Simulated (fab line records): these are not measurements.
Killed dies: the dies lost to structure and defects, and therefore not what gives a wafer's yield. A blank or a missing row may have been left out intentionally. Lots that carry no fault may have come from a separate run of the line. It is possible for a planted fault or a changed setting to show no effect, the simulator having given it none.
The same fault as seen by 3 desks	flow n5_finfet	numbers are kept per desk, each desk with only its own; the story behind them comes last

== TOOL OWNER'S DESK, rie_diel-04 ==
The tool's own readings at N5_SDB_HM_OPEN_20 (chemistry CH3F/O2, target SiNx, stops on poly-Si, target depth 24 nm): means of the sampled wafers that have a number, for each lot that ran on this tool. The brackets show how far a lot's mean lies from the usual mean; more than 4 standard deviations puts the lot out of limits, marked OUT.
Columns: A = O2_flow_sccm at N5_SDB_HM_OPEN_20, usual 20.00 sccm; B = drypump_motor_current_A at N5_SDB_HM_OPEN_20, usual 5.7 A; C = oes_product_au at N5_SDB_HM_OPEN_20, usual 0.63 a.u.; D = rf_vpp_V at N5_SDB_HM_OPEN_20, usual 296 V; E = showerhead_plenum_p_Torr at N5_SDB_HM_OPEN_20, usual 2.00 Torr; F = throttle_valve_pct at N5_SDB_HM_OPEN_20, usual 16.52 %
lot	first seen here	A	B	C	D	E	F
L307	day 3 18:28	20.02	6.3	0.65	298	1.94	16.27
L308	day 3 23:26	20.07	6.1	0.64	298	1.96	16.40
L309	day 4 04:00	19.98	5.9	0.71	297	1.97	16.23
L315	day 5 16:08	20.02	5.9	0.68	298	1.97	16.25
L322	day 7 15:55	20.05	5.8	0.61	301	1.98	16.57
L324	day 7 22:55	19.97	5.8	0.69	298	1.98	16.31
L325	day 8 05:52	20.04	5.7	0.65	300	1.98	16.44
This desk's verdict: no lot among the 7 shows anything out of limits.

== METROLOGY DESK ==
What the gauges read for every lot (on any tool): the sampled wafers with a number, averaged. The brackets show how far a lot's mean lies from the usual mean; more than 4 standard deviations puts the lot out of limits, marked OUT. 7 of its 10 readings are shown, namely those furthest out on some lot.
Columns: A = DIBL_N at N5_BEOL_M4_RC_MEAS_101, usual 36.3 mV/V; B = DIBL_P at N5_BEOL_M4_RC_MEAS_101, usual 36.2 mV/V; C = IOFF_N at N5_BEOL_M4_RC_MEAS_101, usual 0.16 nA/um; D = IOFF_P at N5_BEOL_M4_RC_MEAS_101, usual 0.21 nA/um; E = ION_N at N5_BEOL_M4_RC_MEAS_101, usual 673 uA/um; F = SS_N at N5_BEOL_M4_RC_MEAS_101, usual 71.6 mV/dec; G = VT_N at N5_BEOL_M4_RC_MEAS_101, usual 251 mV
lot	first seen here	A	B	C	D	E	F	G
L307	day 7 13:00	35.5	34.5	0.15	0.21	680	72.0	251
L308	day 7 15:59	37.2	36.8	0.15	0.22	675	71.2	252
L309	day 7 19:15	34.2	34.8	0.14	0.17	662	71.2	254
L310	day 8 12:02	35.4	35.1	0.15	0.18	667	72.0	251
L311	day 8 17:03	37.9	38.1	0.18	0.26	672	72.0	251
L312	day 8 20:27	34.1	34.1	0.13	0.20	667	70.6	253
L313	day 9 00:52	39.8	39.6	0.25	0.28	682	72.5	245
L314	day 9 13:11	35.5	34.8	0.13	0.17	662	71.3	254
L315	day 9 17:47	35.3	33.0	0.13	0.18	665	70.9	253
L317	day 9 19:12	35.5	35.8	0.16	0.19	684	71.9	250
L318	day 10 06:25	36.5	35.0	0.16	0.19	670	71.6	253
L324	day 11 14:07	37.2	35.0	0.15	0.21	666	71.6	252
L322	day 11 16:39	35.1	34.0	0.14	0.18	659	71.2	252
L325	day 11 21:50	37.6	37.2	0.17	0.22	677	72.0	250
L330	day 13 10:01	38.7	40.4	0.22	0.27	697	72.5	245
This desk's verdict: no lot among the 15 shows anything out of limits.

== THE DEFECT DESK ==
For each lot, the counts of the inspections along the route, averaged over the sampled wafers that have a number. The brackets show how far a lot's mean lies from the usual mean; more than 4 standard deviations puts the lot out of limits, marked OUT.
Columns: A = raw_defect_count at N5_SDB_INSPECT_36, usual 38
lot	first seen here	A
L307	day 3 22:46	24
L308	day 4 03:07	73
L309	day 4 07:39	40
L310	day 4 17:17	62
L311	day 5 00:18	35
L312	day 5 03:52	33
L313	day 5 10:20	33
L314	day 5 17:48	36
L315	day 5 19:51	26
L317	day 6 09:49	75
L318	day 6 17:42	39
L322	day 7 19:32	28
L324	day 8 02:32	68
L325	day 8 09:31	28
L330	day 9 15:16	30
This desk's verdict: no lot among the 15 shows anything out of limits.

== ALL TOGETHER ==
The desk of the tool owner found nothing out of limits.
At the metrology desk, nothing out of limits was observed.
No out-of-limits result turned up at the defect desk.

== WHAT THE SIMULATOR HAD INSERTED ==
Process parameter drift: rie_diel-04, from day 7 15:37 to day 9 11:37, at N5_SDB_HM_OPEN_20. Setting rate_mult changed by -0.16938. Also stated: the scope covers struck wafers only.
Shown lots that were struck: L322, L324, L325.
